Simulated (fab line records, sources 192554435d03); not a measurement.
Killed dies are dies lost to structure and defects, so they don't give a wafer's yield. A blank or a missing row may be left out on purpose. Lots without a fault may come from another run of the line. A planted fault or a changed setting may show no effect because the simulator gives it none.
fab line records | flow n5_finfet | part 2 of 2: steps 34 to 40 of 40
record lots=5 wafers=15 last_day=17
route steps=1938 shown STI_FIN_REVEAL@201 DUMMY_GATE@212
lots that met no fault: from a run of the same line without faults
start_h: hours from the record's first day to the start of the lot's first wafer shown | wait_h: hours since the lot's step before | " the same as in the row above | L1.1+2: a row that stands for several wafers | - no value, or no start given | * or withheld: withheld | < > ~ a bound
route shown NAME@n: a module of which the file shows steps, and the number in the route of the first | usual: mean/standard deviation of fault-free wafers | same: alike in all rows | chamber/n: place in a boat | sites: the reading at each site | _std_site: their standard deviation | _edge_site: outer sites' mean less inner sites' | radius_mm: how far each site lies from the wafer's centre | mask NAME#n: copy n | behind: the tool/chamber that last shaped the wafer | hold: why the lot was held/for how many hours/how that ended | device: the transistor (n, p or np) that didn't switch | end of line: the same wafers' tests at the end of the route | a step without rows: its recipe alone | killed: dies lost to structure and defects at the first sort, not the wafer's yield | map: a wafer's dies, x killed, . not, _ none there
set.NAME: the setting as run; set.NAME@STEP: as run at that earlier step | model.NAME: the simulator's own value behind a step, which no gauge read
lots at some steps of the route; a table a step, a row a wafer
services: from which hour (start_h, from the record's first day; less than 0 if before it) a tool's chamber was out of use, for how many hours, and why
## steps
# step N5_DUMMY_GATE_DESCUM_20
# recipe chemistry=O2 time_s=6.2 source_power_w=50 bias_power_w=20 pressure_mtorr=20 rf_frequency_hz=2.712e+07 temp_c=40 resist=CAR-EUV o2_flow_sccm=225
# usual drypump_motor_current_A=5.5/0.49 oes_product_au=0.79/0.071 rf_vpp_V=243.5/1.5 showerhead_plenum_p_Torr=2.11/0.089 throttle_valve_pct=20.48/0.22
# columns lot.wafer tool chamber start_h wait_h drypump_motor_current_A oes_product_au rf_hours_counter_h rf_vpp_V showerhead_plenum_p_Torr throttle_valve_pct
L080.1 rie_diel-01 0 83.38 0.1 6.1 0.73 157 244.1 2.18 20.51
L080.2 " 3 " " 5.2 0.79 125 243.0 2.10 20.58
L080.6 " 1 " " 5.8 0.93 - 243.8 2.24 20.62
L090.2 rie_diel-03 0 143.28 0.0 5.3 0.75 169 243.5 2.08 20.64
L090.3 " 1 " " 5.2 0.75 145 243.7 2.10 20.69
L090.5 " 3 " " 5.8 0.78 - 245.9 2.19 20.49
L092.1 rie_diel-02 2 155.06 0.2 6.1 0.79 105 240.5 1.94 20.78
L092.2 " 0 " " 5.3 0.74 162 242.3 2.08 20.57
L092.3 " 3 " " 5.6 0.87 47 244.5 2.20 20.26
L095.2 rie_diel-02 1 172.12 0.0 4.9 0.70 201 242.1 1.99 20.09
L095.5 " 1 " " 4.9 0.71 - 241.6 1.99 20.06
L095.6 " 0 " " 5.3 0.74 - 244.0 2.07 20.58
L096.2 rie_diel-03 3 179.80 0.0 5.8 0.78 108 244.8 2.19 20.48
L096.4 " 2 " " 6.5 0.75 155 244.4 2.16 20.19
L096.6 " 1 " " 5.2 0.74 - 243.0 2.09 20.72
# step N5_DUMMY_GATE_ETCH_29
# recipe chemistry=N2/H2 target=underlayer target_depth_a=130 ion_energy_ev=200 pressure_mtorr=30 source_w=840 bias_w=150 n2_flow_sccm=200 h2_flow_sccm=200
# usual drypump_motor_current_A=5.5/0.49 oes_product_au=0.78/0.072 rf_vpp_V=525/3.1 showerhead_plenum_p_Torr=2.57/0.11 throttle_valve_pct=17.95/0.22
# columns lot.wafer tool chamber start_h wait_h drypump_motor_current_A oes_product_au rf_hours_counter_h rf_vpp_V showerhead_plenum_p_Torr throttle_valve_pct
L080.1 rie_diel-01 0 83.44 0.0 6.2 0.72 157 527 2.66 18.04
L080.2 " 3 " " 5.2 0.80 125 523 2.55 18.04
L080.6 " 1 " " 5.8 0.92 - 528 2.72 18.11
L090.2 rie_diel-03 0 143.34 0.0 5.3 0.74 169 523 2.52 18.05
L090.3 " 1 " " 5.2 0.74 145 523 2.54 18.11
L090.5 " 3 " " 5.8 0.77 - 528 2.68 17.95
L092.1 rie_diel-02 2 155.13 0.0 6.1 0.79 105 519 2.34 18.10
L092.2 " 0 " " 5.3 0.74 162 525 2.56 18.26
L092.3 " 3 " " 5.6 0.87 47 528 2.68 17.67
L095.2 rie_diel-02 1 172.18 0.0 4.9 0.71 201 520 2.41 17.54
L095.5 " 1 " " 4.9 0.71 - 521 2.41 17.53
L095.6 " 0 " " 5.3 0.74 - 524 2.55 18.27
L096.2 rie_diel-03 3 179.86 0.0 5.8 0.77 108 527 2.67 17.99
L096.4 " 2 " " 6.4 0.74 155 527 2.66 17.78
L096.6 " 1 " " 5.2 0.73 - 525 2.53 18.15
# step N5_DUMMY_GATE_ETCH_36
# recipe chemistry=CF4 target=SiARC target_depth_a=130 pressure_mtorr=40 source_w=545 bias_w=36 Ar_flow_sccm=100 cf4_flow_sccm=100 ion_energy_ev=80
# usual drypump_motor_current_A=5.5/0.49 oes_product_au=0.79/0.071 rf_vpp_V=184.4/1.3 showerhead_plenum_p_Torr=2.17/0.086 throttle_valve_pct=15.67/0.2
# columns lot.wafer tool chamber start_h wait_h drypump_motor_current_A oes_product_au rf_hours_counter_h rf_vpp_V showerhead_plenum_p_Torr throttle_valve_pct
L080.1 rie_diel-01 0 83.48 0.0 6.2 0.73 157 184.2 2.23 15.71
L080.2 " 3 " " 5.2 0.80 125 185.3 2.15 15.75
L080.6 " 1 " " 5.8 0.91 - 185.6 2.27 15.64
L090.2 rie_diel-03 0 143.38 0.0 5.3 0.75 169 185.0 2.15 15.95
L090.3 " 1 " " 5.2 0.74 145 185.3 2.15 15.83
L090.5 " 3 " " 5.8 0.77 - 186.9 2.24 15.62
L092.1 rie_diel-02 2 155.17 0.0 6.1 0.79 105 181.7 1.99 15.88
L092.2 " 0 " " 5.3 0.74 162 183.1 2.14 15.81
L092.3 " 3 " " 5.6 0.87 47 185.3 2.26 15.51
L095.2 rie_diel-02 1 172.22 0.0 4.9 0.71 201 183.0 2.04 15.37
L095.5 " 1 " " 4.9 0.70 - 183.9 2.04 15.36
L095.6 " 0 " " 5.3 0.74 - 184.2 2.14 15.82
L096.2 rie_diel-03 3 179.90 0.0 5.8 0.77 108 185.1 2.24 15.63
L096.4 " 2 " " 6.5 0.74 155 185.3 2.22 15.48
L096.6 " 1 " " 5.2 0.74 - 183.3 2.14 15.85
# step N5_DUMMY_GATE_ETCH_37
# recipe chemistry=N2/H2 target=SOC target_depth_a=600 overetch_a=300 temp_c=40 ion_energy_ev=200 pressure_mtorr=30 source_w=840 bias_w=150 n2_flow_sccm=200 h2_flow_sccm=200
# usual drypump_motor_current_A=5.5/0.49 oes_product_au=0.62/0.053 rf_vpp_V=525/3.2 showerhead_plenum_p_Torr=2.57/0.11 throttle_valve_pct=17.88/0.22
# columns lot.wafer tool chamber start_h wait_h drypump_motor_current_A oes_product_au rf_hours_counter_h rf_vpp_V showerhead_plenum_p_Torr throttle_valve_pct
L080.1 rie_diel-01 0 83.52 0.0 6.2 0.59 157 527 2.66 17.98
L080.2 " 3 " " 5.2 0.62 125 523 2.55 17.97
L080.6 " 1 " " 5.8 0.72 - 528 2.72 18.04
L090.2 rie_diel-03 0 143.42 0.0 5.3 0.60 169 525 2.52 17.98
L090.3 " 1 " " 5.2 0.59 145 525 2.54 18.06
L090.5 " 3 " " 5.8 0.62 - 527 2.68 17.90
L092.1 rie_diel-02 2 155.21 0.0 6.1 0.62 105 519 2.34 18.02
L092.2 " 0 " " 5.3 0.59 162 523 2.56 18.21
L092.3 " 3 " " 5.6 0.69 47 528 2.68 17.61
L095.2 rie_diel-02 1 172.26 0.0 4.9 0.57 201 520 2.41 17.48
L095.5 " 1 " " 4.9 0.57 - 520 2.41 17.46
L095.6 " 0 " " 5.3 0.59 - 524 2.55 18.23
L096.2 rie_diel-03 3 179.94 0.0 5.9 0.62 108 527 2.67 17.91
L096.4 " 2 " " 6.5 0.60 155 529 2.66 17.70
L096.6 " 1 " " 5.2 0.59 - 523 2.53 18.07
# step N5_DUMMY_GATE_STRIP_38
# recipe chemistry=N2/H2 temp_c=40 n2_flow_sccm=200 h2_flow_sccm=200 rf_frequency_hz=6e+07
# columns lot.wafer tool chamber start_h wait_h
L080.1+2+6 rie_diel-01 0,3,1 83.56 0.0
L090.2+3+5 rie_diel-03 0,1,3 143.46 0.0
L092.1+2+3 rie_diel-02 2,0,3 155.25 0.0
L095.2+5+6 rie_diel-02 1,1,0 172.30 0.0
L096.2+4+6 rie_diel-03 3,2,1 179.98 0.0
# step N5_DUMMY_GATE_STRIP_39
# recipe chemistry=N2/H2 temp_c=40 n2_flow_sccm=200 h2_flow_sccm=200 rf_frequency_hz=6e+07
# columns lot.wafer tool chamber start_h wait_h
L080.1+2+6 rie_diel-01 0,3,1 83.57 0.0
L090.2+3+5 rie_diel-03 0,1,3 143.47 0.0
L092.1+2+3 rie_diel-02 2,0,3 155.26 0.0
L095.2+5+6 rie_diel-02 1,1,0 172.31 0.0
L096.2+4+6 rie_diel-03 3,2,1 179.99 0.0
# step N5_DUMMY_GATE_TRIM_49
# recipe chemistry=O2 resist=SOC time_s=29 target_cd_nm=14 source_power_w=300 bias_power_w=0 O2_flow_sccm=100 temp_c=20
# usual drypump_motor_current_A=5.6/0.42 he_backside_leak_sccm=2.73/0.27 oes_product_au=1.005/0.02 throttle_valve_pct=8.15/0.16
# columns lot.wafer tool chamber start_h wait_h drypump_motor_current_A he_backside_leak_sccm oes_product_au rf_hours_counter_h throttle_valve_pct
L080.1 rie_si-02 2 83.60 0.0 6.2 2.51 0.977 44 8.22
L080.2 " 0 " " 5.5 3.23 0.976 133 8.32
L080.6 " 0 " " 5.5 3.00 0.973 - 8.31
L090.2 rie_si-01 1 143.50 0.0 5.3 2.54 1.005 79 8.03
L090.3 " 0 " " 4.9 2.46 1.002 136 8.51
L090.5 " 3 " " 5.2 3.01 1.014 - 8.22
L092.1 rie_si-04 0 155.29 0.0 5.9 2.97 1.030 170 8.20
L092.2 " 3 " " 5.6 2.63 0.997 114 8.28
L092.3 " 1 " " 6.2 2.39 0.996 68 8.22
L095.2 rie_si-02 1 172.34 0.0 6.0 2.96 1.035 2 7.91
L095.5 " 3 " " 5.6 2.48 1.010 - 8.01
L095.6 " 2 " " 6.2 2.47 0.986 - 8.24
L096.2 rie_si-02 3 180.02 0.0 5.6 2.64 1.022 26 7.99
L096.4 " 1 " " 5.9 2.57 1.027 2 7.95
L096.6 " 0 " " 5.5 3.01 0.969 - 8.32
## services
# columns tool chamber start_h hours kind
euv_scanner-02 - 51.95 1.0 pm
pecvd-03 2 54.06 10.9 repair
rie_diel-03 - 55.82 1.1 repair
rie_diel-03 1 58.99 5.7 repair
rie_diel-02 1 66.08 13.3 repair
rie_diel-01 1 70.81 8.1 repair
euv_scanner-02 - 76.42 0.6 repair
cmp-02 - 81.87 0.7 repair
euv_scanner-02 - 84.19 0.3 repair
cmp-02 - 84.96 2.6 repair
rie_diel-02 2 100.33 12.5 repair
euv_scanner-02 - 108.10 1.0 pm
rie_si-02 2 112.41 5.3 repair
wet_bench-03 - 114.68 2.2 repair
rie_si-02 0 115.30 3.1 repair
cmp-02 - 121.68 0.6 repair
rie_diel-01 - 127.88 1.2 repair
euv_scanner-02 - 130.51 0.4 repair
rie_diel-03 - 138.91 0.2 repair
rie_diel-03 2 153.41 8.3 repair
euv_scanner-02 - 164.25 1.0 pm
rie_diel-03 1 168.76 2.7 repair
plasma_asher-01 - 171.54 10.0 pm
rie_diel-01 1 178.44 15.9 repair
